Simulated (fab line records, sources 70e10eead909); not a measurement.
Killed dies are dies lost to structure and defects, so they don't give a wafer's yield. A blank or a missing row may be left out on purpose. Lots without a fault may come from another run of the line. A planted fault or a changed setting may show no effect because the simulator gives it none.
Which tool did it? | flow nand_harc | 15 lots, 44 wafers sampled, at 5 steps of a route of 1302

WHAT THE GAUGES READ, wafer by wafer
NHARC_A_CHANNEL_FILL_D1_INSPECT_13. Usual: raw_defect_count 350, standard deviation 150.
lot  | measured     | on                | raw_defect_count | flag
L202 | day 10 16:40 | defect_inspect-02 | 375 238 485      |
L204 | day 11 22:44 | defect_inspect-01 | 249 176 288      |
L205 | day 12 04:25 | defect_inspect-02 | 286 263 280      |
L206 | day 12 04:25 | defect_inspect-01 | 340 507 621      |
L207 | day 12 19:14 | defect_inspect-02 | 242 253 189      |
L208 | day 13 05:45 | defect_inspect-02 | 221 424 377      |
L210 | day 14 06:34 | defect_inspect-01 | 394 277 556      |
L211 | day 15 02:17 | defect_inspect-01 | 325 329 286      |
L213 | day 15 09:54 | defect_inspect-01 | 241 365 326      |
L214 | day 15 18:05 | defect_inspect-01 | 168 173 191      |
L220 | day 18 03:46 | defect_inspect-01 | 292 253 254      |
L221 | day 18 12:29 | defect_inspect-01 | 381 314          |
L222 | day 19 03:22 | defect_inspect-02 | 417 324 380      |
L223 | day 19 21:55 | defect_inspect-01 | 426 173 92       |
L224 | day 19 21:56 | defect_inspect-02 | 296 415 254      |

NHARC_A_DECK1_JOINT_THK_MEAS_17: measures by ellipsometry. Usual: thk_nm 45.1 nm, standard deviation 1.2.
lot  | measured     | on            | thk_nm (nm)    | flag
L202 | day 12 05:26 | film_metro-02 | 47.1 46.2 46.0 |
L204 | day 13 06:03 | film_metro-01 | 46.2 43.7 45.1 |
L205 | day 13 20:43 | film_metro-02 | 44.1 43.1 46.2 |
L206 | day 13 20:44 | film_metro-01 | 47.5 46.5 46.5 |
L207 | day 14 04:29 | film_metro-02 | 43.4 44.5 45.0 |
L208 | day 14 19:30 | film_metro-02 | 45.8 46.1 44.3 |
L210 | day 15 16:43 | film_metro-02 | 46.1 44.6 43.2 |
L211 | day 16 13:35 | film_metro-01 | 45.3 47.4 45.9 |
L213 | day 16 23:39 | film_metro-01 | 43.5 43.9 45.1 |
L214 | day 17 06:26 | film_metro-02 | 43.3 43.6 45.2 |
L220 | day 19 19:38 | film_metro-02 | 44.7 44.2 47.4 |
L221 | day 20 05:35 | film_metro-01 | 46.7 45.0      |
L222 | day 20 11:40 | film_metro-02 | 45.6 44.5 45.7 |
L223 | day 21 06:29 | film_metro-01 | 43.6 45.6 47.2 |
L224 | day 21 06:29 | film_metro-02 | 42.9 44.3 47.3 |

NHARC_A_ONON_D2_THK_MEAS_08: measures by ellipsometry. Usual: thk_nm 999 nm, standard deviation 9.8.
lot  | measured     | on            | thk_nm (nm)    | flag
L202 | day 12 07:11 | film_metro-02 | 998 998 996    |
L204 | day 13 07:48 | film_metro-01 | 982 983 981    |
L205 | day 13 22:28 | film_metro-02 | 996 996 998    |
L206 | day 13 22:28 | film_metro-01 | 1001 1002 1003 |
L207 | day 14 06:14 | film_metro-02 | 995 994 995    |
L208 | day 14 21:14 | film_metro-02 | 990 991 990    |
L210 | day 15 18:28 | film_metro-02 | 1021 1021 1019 |
L211 | day 16 15:20 | film_metro-01 | 1016 1014 1017 |
L213 | day 17 01:24 | film_metro-01 | 1002 1000 1000 |
L214 | day 17 08:13 | film_metro-02 | 991 989 989    |
L220 | day 19 21:23 | film_metro-01 | 343 1003 342   | OFF
L221 | day 20 07:20 | film_metro-02 | 989 327        | OFF
L222 | day 20 13:24 | film_metro-01 | 1003 1003 345  | OFF
L223 | day 21 08:14 | film_metro-02 | 1008 1007 1009 |
L224 | day 21 08:14 | film_metro-01 | 1012 1013 1014 |

NHARC_END_SORT_01. Usual: killed_at_array 52, standard deviation 18; killed_at_other 1.0, standard deviation 1.4; killed_at_periphery 3.1, standard deviation 2.3; killed_dies 56, standard deviation 17; killed_open 3.0, standard deviation 1.7; killed_short 2.5, standard deviation 1.7.
lot  | measured     | on        | killed_at_array | killed_at_other | killed_at_periphery | killed_dies | killed_open | killed_short | flag
L220 | day 31 19:13 | prober-01 | 672 62 675      | 1 0 0           | 4 4 2               | 677 66 677  | 3 5 0       | 1 3 2        | OFF
L221 | day 31 18:24 | prober-02 | 44 665          | 2 2             | 6 10                | 52 677      | 4 2         | 1 0          | OFF
L222 | day 32 02:09 | prober-01 | 52 73 676       | 1 0 0           | 3 1 1               | 56 74 677   | 3 4 3       | 1 3 0        | OFF

WHICH TOOL RAN EACH LOT (tool, then ch and the chambers of the sampled wafers, then the start)
lot  | NHARC_A_ONON_D2_DEP_06
L202 | pecvd_onon-02 ch 0, day 12 06:47
L204 | pecvd_onon-01 ch 0, day 13 07:17
L205 | pecvd_onon-01 ch 0, day 13 21:56
L206 | pecvd_onon-04 ch 0, day 13 22:01
L207 | pecvd_onon-01 ch 0, day 14 05:47
L208 | pecvd_onon-02 ch 0, day 14 20:55
L210 | pecvd_onon-02 ch 0, day 15 18:08
L211 | pecvd_onon-04 ch 0, day 16 14:56
L213 | pecvd_onon-01 ch 0, day 17 00:53
L214 | pecvd_onon-04 ch 0, day 17 07:40
L220 | pecvd_onon-04 ch 0, day 19 20:56
L221 | pecvd_onon-04 ch 0, day 20 06:50
L222 | pecvd_onon-04 ch 0, day 20 12:53
L223 | pecvd_onon-01 ch 0, day 21 07:47
L224 | pecvd_onon-02 ch 0, day 21 07:43
- NHARC_A_ONON_D2_DEP_06: target thk 1000 nm.

WHAT THE TOOLS THEMSELVES READ (means of the sampled wafers that have a number; where no wafer has one, the mark that the record gives instead)
NHARC_A_ONON_D2_DEP_06. Usual: n2o_flow_sccm 1999 sccm, standard deviation 5.4.
lot  | tool          | n2o_flow_sccm (sccm) | flag
L202 | pecvd_onon-02 | 1993                 |
L204 | pecvd_onon-01 | 2002                 |
L205 | pecvd_onon-01 | 2000                 |
L206 | pecvd_onon-04 | 1996                 |
L207 | pecvd_onon-01 | 1989                 |
L208 | pecvd_onon-02 | 1999                 |
L210 | pecvd_onon-02 | 1995                 |
L211 | pecvd_onon-04 | 2001                 |
L213 | pecvd_onon-01 | 2006                 |
L214 | pecvd_onon-04 | 1995                 |
L220 | pecvd_onon-04 | 2005                 |
L221 | pecvd_onon-04 | 2003                 |
L222 | pecvd_onon-04 | 1997                 |
L223 | pecvd_onon-01 | 2005                 |
L224 | pecvd_onon-02 | 1992                 |

THE ANSWER, worked out from the rows above alone
Rule: a lot is off if the mean of its wafers that have a number lies more than 3 standard deviations from the usual mean. A lot without any number at a reading at which 4 lots or more have one is off too. The other lots that the step has rows for count as sound. The gauges are gone through in route order, then the tools' own readings, and for those a lot's mean is taken as printed above. The first step at which some lot is off is used, and at that step the reading that is off furthest; a lot without a number counts as furthest.
Off: L220, L221, L222, at NHARC_A_ONON_D2_THK_MEAS_08 (thk_nm).
A tool fits if, at a process step before that reading, it ran every lot that is off, and no sound lot after the first of them. The gauges at NHARC_A_ONON_D2_THK_MEAS_08 aren't tried: what is off there is off at NHARC_END_SORT_01 too, on other tools, and a gauge's error can't cause that. One fits: pecvd_onon-04 at NHARC_A_ONON_D2_DEP_06. Its last sound lot is L214 (day 17 07:40), its first lot that is off L220 (day 19 20:56): a fault that began between those two fits.

WHAT THE SIMULATOR HAD PUT IN
Process parameter drift: pecvd_onon-04, from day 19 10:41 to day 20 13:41, at NHARC_A_ONON_D2_DEP_06. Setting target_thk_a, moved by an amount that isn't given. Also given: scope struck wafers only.
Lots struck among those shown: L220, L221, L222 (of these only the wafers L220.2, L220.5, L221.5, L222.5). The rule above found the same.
